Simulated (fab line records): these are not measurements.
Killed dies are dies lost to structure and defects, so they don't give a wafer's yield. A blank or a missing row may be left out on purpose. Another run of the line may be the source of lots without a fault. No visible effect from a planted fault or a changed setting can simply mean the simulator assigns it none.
Chamber matching | flow n5Finfet | 4 sister chambers for N5_BEOL_M0_CUTY_ETCH_62 on rieDiel-01
The step etches SiARC in CF4, time 58.5 s. 7 wafers are shown with their chamber, then 8 later ones without.

WAFERS PAIRED WITH THEIR CHAMBERS
wafer  | chamber | throttleValvePct (%) | oesProductAu (a.u.)
L077.4 | 0       | 15.90                | 0.63
L082.4 | 3       | 15.55                | 0.73
L082.6 | 1       | 15.81                | 0.59
L084.1 | 2       | 15.39                | 0.82
L084.2 | 3       | 15.55                | 0.72
L084.4 | 1       | 15.82                | 0.58
L086.1 | 0       | 15.93                | 0.61

WAFERS WITH NO CHAMBER GIVEN
wafer  | throttleValvePct (%) | oesProductAu (a.u.)
L086.3 | 15.40                | 0.80
L086.4 | 15.56                | 0.71
L091.1 | 15.88                | 0.59
L091.4 | 15.95                | 0.61
L091.5 | 15.38                | 0.78
L093.2 | 15.59                | 0.69
L093.4 | 15.98                | 0.60
L093.6 | 15.86                | 0.58

CHAMBER TAKEN BY EACH
wafer  | from the rows above     | in truth
L086.3 | 2                       | 2
L086.4 | 3                       | 3
L091.1 | can't be placed: 0 or 1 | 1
L091.4 | 0                       | 0
L091.5 | 2                       | 2
L093.2 | 3                       | 3
L093.4 | 0                       | 0
L093.6 | 1                       | 1
7 of 8 placed correctly. From these rows, 1 cannot be placed; in 1 the true chamber is one of the candidates. Placed wrongly: 0.
How it was worked out, from the rows above alone: a wafer's distance from a chamber is the root of the sum, over the readings, of the square of ((its reading less the chamber's mean) divided by the reading's scatter). If the next closest chamber is less than 2 further off than the closest, the wafer can't be placed; otherwise it belongs to the closest. For every chamber, the mean is computed from those of its wafers that are shown. The scatter is the square root of a quotient: the sum, over the shown wafers, of each reading's squared deviation from its chamber's mean, divided by wafers minus chambers.
